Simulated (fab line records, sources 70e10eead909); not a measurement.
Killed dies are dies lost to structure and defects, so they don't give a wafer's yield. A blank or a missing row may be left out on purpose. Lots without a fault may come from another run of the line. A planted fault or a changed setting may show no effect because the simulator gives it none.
fab line records | flow nand_harc
record lots=5 wafers=15 last_day=25
route steps=1159 shown P_ZERO_WELL@44
lots that met no fault: from a run of the same line without faults
start_h: hours from the record's first day to the start of the lot's first wafer shown | wait_h: hours since the lot's step before | " the same as in the row above | L1.1+2: a row that stands for several wafers | - no value, or no start given | * or withheld: withheld | < > ~ a bound
route shown NAME@n: a module of which the file shows steps, and the number in the route of the first | usual: mean/standard deviation of fault-free wafers | same: alike in all rows | chamber/n: place in a boat | sites: the reading at each site | _std_site: their standard deviation | _edge_site: outer sites' mean less inner sites' | radius_mm: how far each site lies from the wafer's centre | mask NAME#n: copy n | behind: the tool/chamber that last shaped the wafer | hold: why the lot was held/for how many hours/how that ended | device: the transistor (n, p or np) that didn't switch | end of line: the same wafers' tests at the end of the route | a step without rows: its recipe alone | killed: dies lost to structure and defects at the first sort, not the wafer's yield | map: a wafer's dies, x killed, . not, _ none there
set.NAME: the setting as run; set.NAME@STEP: as run at that earlier step | model.NAME: the simulator's own value behind a step, which no gauge read
lots at some steps of the route; a table a step, a row a wafer
services: from which hour (start_h, from the record's first day; less than 0 if before it) a tool's chamber was out of use, for how many hours, and why
## steps
# step NHARC_P_ZERO_WELL_CD_MEAS_37
# recipe target_cd_nm=720 landing_energy_ev=500
# usual cd_nm=719.8/1.4
# columns lot.wafer tool chamber start_h wait_h cd_nm
L571.1 cd_sem-03 0 15.84 - 720.6
L571.3 " 0 " " 721.3
L571.4 " 0 " " 721.7
L573.3 cd_sem-03 0 27.98 - 718.3
L573.4 " 0 " " 717.4
L573.6 " 0 " " 718.0
L584.3 cd_sem-03 0 94.72 - 721.5
L584.5 " 0 " " 717.6
L584.6 " 0 " " 719.6
L592.1 cd_sem-02 0 142.23 - 719.1
L592.4 " 0 " " 718.0
L592.5 " 0 " " 720.8
L594.3 cd_sem-01 0 153.98 - 722.1
L594.5 " 0 " " 721.6
L594.6 " 0 " " 720.5
# step NHARC_P_ZERO_WELL_HARDBAKE_38
# recipe temp_c=125 time_s=80
# step NHARC_P_ZERO_WELL_DESCUM_39
# recipe time_s=3 o2_flow_sccm=200 ar_flow_sccm=0 bias_power_w=0 chemistry=O2
# usual drypump_motor_current_A=5.5/0.58 mfc_ar_sccm=0.007/0.012 oes_product_au=0.999/0.0074 rf_vpp_V=57.9/0.87 showerhead_plenum_p_Torr=1.95/0.051 throttle_valve_pct=11.311/0.0089
# same bias_power_w=0
# columns lot.wafer tool chamber start_h wait_h drypump_motor_current_A mfc_ar_sccm oes_product_au rf_hours_counter_h rf_vpp_V showerhead_plenum_p_Torr throttle_valve_pct
L571.3 rie_diel-07 0 16.01 - 5.5 0.013 1.011 10 57.3 1.87 11.309
L571.4 " 1 " " 5.6 0 0.998 10 58.3 2.02 11.306
L571.1 " 2 " " 5.4 0.009 1.003 10 58.2 1.92 11.307
L573.4 rie_diel-06 1 28.16 - 4.9 0 0.999 7 59.5 1.90 11.310
L573.3 " 2 " " 4.7 0.021 0.982 7 58.4 1.99 11.315
L573.6 " 0 " " 6.3 0.040 1.003 - 57.6 1.90 11.313
L584.3 rie_diel-01 3 94.88 - 5.9 0 1.008 8 57.9 1.95 11.318
L584.5 " 0 " " 5.6 0 1.006 - 57.6 1.95 11.308
L584.6 " 2 " " 4.9 0 0.993 - 59.0 1.95 11.310
L592.1 rie_diel-06 3 142.38 - 6.7 0.000 0.995 5 57.3 2.00 11.324
L592.4 " 0 " " 6.3 0.040 1.002 5 57.3 1.90 11.305
L592.5 " 3 " " 6.7 0.000 0.992 - 58.5 2.00 11.305
L594.3 rie_diel-07 2 154.13 - 5.3 0.009 1.004 7 57.0 1.92 11.322
L594.6 " 2 " " 5.4 0.009 0.994 - 58.5 1.92 11.297
L594.5 " 3 " " 4.9 0 1.001 - 59.6 2.00 11.307
# step NHARC_P_ZERO_WELL_IMPLANT_40
# recipe energy_kev=300 dose_cm2=1e+13 tilt_deg=7
# step NHARC_P_ZERO_WELL_IMPLANT_59
# recipe energy_kev=120 dose_cm2=5e+12 tilt_deg=7
# step NHARC_P_ZERO_WELL_IMPLANT_60
# recipe energy_kev=30 dose_cm2=2e+12 tilt_deg=7
# step NHARC_P_ZERO_WELL_STRIP_41
# recipe time_s=840 temp_c=130 chemistry=SPM
# step NHARC_P_ZERO_WELL_DEHYDRATE_44
# recipe temp_c=150 time_s=120
# step NHARC_P_ZERO_WELL_HMDS_45
# recipe time_s=30
# step NHARC_P_ZERO_WELL_COAT_46
# recipe spin_rpm=withheld
# step NHARC_P_ZERO_WELL_SOFTBAKE_47
# recipe temp_c=122 time_s=95
# step NHARC_P_ZERO_WELL_EBR_48
# step NHARC_P_ZERO_WELL_EXPOSE_49
# recipe na=0.6 target_cd_nm=2000 dose_mj=22.64 mask_id=P_HVPW
# usual reticle_temp_C=23.02/0.11 stage_vel_mm_s=499.98/0.22
# columns lot.wafer tool chamber start_h wait_h mask reticle_temp_C stage_vel_mm_s
L571.1 krf_scanner-04 0 17.32 - P_HVPW#0 23.07 500.10
L571.3 " 0 " " P_HVPW#0 22.96 499.67
L571.4 " 0 " " P_HVPW#0 23.10 499.54
L573.3 krf_scanner-01 0 29.34 - P_NWELL#0 23.08 499.67
L573.4 " 0 " " P_NWELL#0 23.17 499.65
L573.6 " 0 " " P_NWELL#0 23.08 499.90
L584.3 krf_scanner-01 0 96.14 - P_HVPW#0 23.15 500.30
L584.5 " 0 " " P_HVPW#0 23.20 499.97
L584.6 " 0 " " P_HVPW#0 23.24 500.37
L592.1 krf_scanner-02 0 143.71 - P_HVPW#0 23.19 499.98
L592.4 " 0 " " P_HVPW#0 23.03 499.89
L592.5 " 0 " " P_HVPW#0 23.10 500.00
L594.3 krf_scanner-02 0 155.42 - P_HVPW#0 22.93 499.80
L594.5 " 0 " " P_HVPW#0 22.88 500.21
L594.6 " 0 " " P_HVPW#0 22.82 500.33
# step NHARC_P_ZERO_WELL_PEB_50
# recipe peb_temp_c=118 peb_time_s=85
# step NHARC_P_ZERO_WELL_DEVELOP_51
# recipe time_s=70
# step NHARC_P_ZERO_WELL_CD_MEAS_52
# recipe target_cd_nm=2000 landing_energy_ev=500
# usual cd_nm=2000.0/1.4
# columns lot.wafer tool chamber start_h wait_h cd_nm
L571.1 cd_sem-01 0 17.48 - 2001.6
L571.3 " 0 " " 2001.7
L571.4 " 0 " " 2001.0
L573.3 cd_sem-01 0 29.49 - -
L573.4 " 0 " " -
L573.6 " 0 " " -
L584.3 cd_sem-01 0 96.29 - 2000.6
L584.5 " 0 " " 2000.7
L584.6 " 0 " " 2002.2
L592.1 cd_sem-01 0 143.87 - 1999.4
L592.4 " 0 " " 2001.4
L592.5 " 0 " " 1999.2
L594.3 cd_sem-03 0 155.57 - 1998.7
L594.5 " 0 " " 2001.3
L594.6 " 0 " " 1998.5
# step NHARC_P_ZERO_WELL_HARDBAKE_53
# recipe temp_c=125 time_s=80
## services
# columns tool chamber start_h hours kind
rie_diel-06 0 -5.73 - clean
rie_diel-06 1 -5.73 - clean
rie_diel-06 2 -5.73 - clean
rie_diel-06 3 -5.73 - clean
rie_diel-07 0 5.73 - clean
rie_diel-01 - 11.58 2.0 repair
krf_scanner-02 - 38.00 4.0 pm
rie_diel-07 - 51.23 9.0 pm
rie_diel-01 2 61.32 12.1 repair
rie_diel-06 - 64.47 9.0 pm
krf_scanner-04 - 64.92 2.1 repair
rie_diel-01 1 79.99 24.8 repair
krf_scanner-04 - 82.19 0.4 repair
krf_scanner-01 - 84.00 4.0 pm
rie_diel-06 1 88.05 4.1 repair
rie_diel-01 2 106.34 5.2 repair
krf_scanner-04 - 111.93 9.1 repair
rie_diel-07 1 114.16 2.4 repair
rie_diel-01 1 118.32 1.4 repair
krf_scanner-04 - 126.00 4.0 pm
rie_diel-07 - 128.03 0.5 repair
rie_diel-06 - 130.10 0.2 repair
rie_diel-01 - 137.80 9.0 pm
krf_scanner-02 - 147.15 1.5 repair
## key
first_sign step=NHARC_P_ZERO_WELL_EXPOSE_49 reading=mask direction=changed
effect step=NHARC_P_ZERO_WELL_CD_MEAS_52 reading=cd_nm direction=missing
met_at NHARC_P_ZERO_WELL_EXPOSE_49
struck_wafers L573.3,L573.4,L573.6
later_rows_left_out L573.3,L573.4,L573.6
sort_left_out L573.3,L573.4,L573.6
tester_left_out L573
fault kind=wrong_mask tool=any chamber=- onset_h=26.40 steps=NHARC_P_ZERO_WELL_EXPOSE_49 aux_copy=P_NWELL#0 scope=struck_lots_only
# tester_left_out: of these lots the tester's yield and bins aren't shown, on N5 and GAA mostly nor the transistor test; their killed dies are dies lost to structure and defects alone, not to doping, threshold or leakage, so they don't give the yield
# sort_left_out: the simulated sort isn't trusted on such a fault, so these wafers' sort isn't shown, and their yield isn't known
# later_rows_left_out: the simulator's readings of these wafers behind a module that went badly wrong aren't trusted and aren't shown, but for the sort
